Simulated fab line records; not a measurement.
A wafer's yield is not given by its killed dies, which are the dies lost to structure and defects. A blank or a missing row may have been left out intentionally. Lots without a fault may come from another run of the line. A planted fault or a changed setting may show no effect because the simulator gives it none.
Chamber matching :: flow n5 finfet :: pecvd-02 running N5_BEOL_M0_SAQP_PECVD_04: 3 sister chambers
The step deposits a-Si from SiH4/He, target thk 60 nm, time 60.2 s. 3 wafers are shown with their chamber, then 10 later ones without.

EACH WAFER AND ITS CHAMBER
wafer: L090.6
chamber: 0
showerhead plenum p Torr (Torr): 5.73

wafer: L091.1
chamber: 2
showerhead plenum p Torr (Torr): 5.67

wafer: L091.4
chamber: 1
showerhead plenum p Torr (Torr): 5.72

WAFERS WITH NO CHAMBER GIVEN
wafer: L091.5
showerhead plenum p Torr (Torr): 5.66

wafer: L092.4
showerhead plenum p Torr (Torr): 5.74

wafer: L092.5
showerhead plenum p Torr (Torr): 5.72

wafer: L092.6
showerhead plenum p Torr (Torr): 5.67

wafer: L097.1
showerhead plenum p Torr (Torr): 5.66

wafer: L097.3
showerhead plenum p Torr (Torr): 5.72

wafer: L097.5
showerhead plenum p Torr (Torr): 5.66

wafer: L096.1
showerhead plenum p Torr (Torr): 5.74

wafer: L096.5
showerhead plenum p Torr (Torr): 5.72

wafer: L096.6
showerhead plenum p Torr (Torr): 5.74

WHICH CHAMBER EACH ONE RAN IN
wafer: L091.5
from the rows above: 2
in truth: 2

wafer: L092.4
from the rows above: can't be placed: 0 or 1
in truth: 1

wafer: L092.5
from the rows above: can't be placed: 1 or 0
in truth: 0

wafer: L092.6
from the rows above: 2
in truth: 2

wafer: L097.1
from the rows above: 2
in truth: 2

wafer: L097.3
from the rows above: can't be placed: 1 or 0
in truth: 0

wafer: L097.5
from the rows above: 2
in truth: 2

wafer: L096.1
from the rows above: can't be placed: 0 or 1
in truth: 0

wafer: L096.5
from the rows above: can't be placed: 1 or 0
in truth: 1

wafer: L096.6
from the rows above: can't be placed: 0 or 1
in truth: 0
Correct placement for 4 of the 10. These rows do not allow placing 6 (true chamber among the candidates in 6). Wrongly placed: 0.
How it was worked out, from the rows above alone: a wafer's distance from a chamber is the root of the sum, over the readings, of the square of ((its reading less the chamber's mean) divided by the reading's scatter). If the next closest chamber is less than 2 further off than the closest, the wafer can't be placed; otherwise it belongs to the closest. The mean given for a chamber averages the wafers shown for that chamber. The scatter (one wafer shown for each chamber): square how far every hidden wafer sits from the nearest shown wafer, average those squares and take the square root.
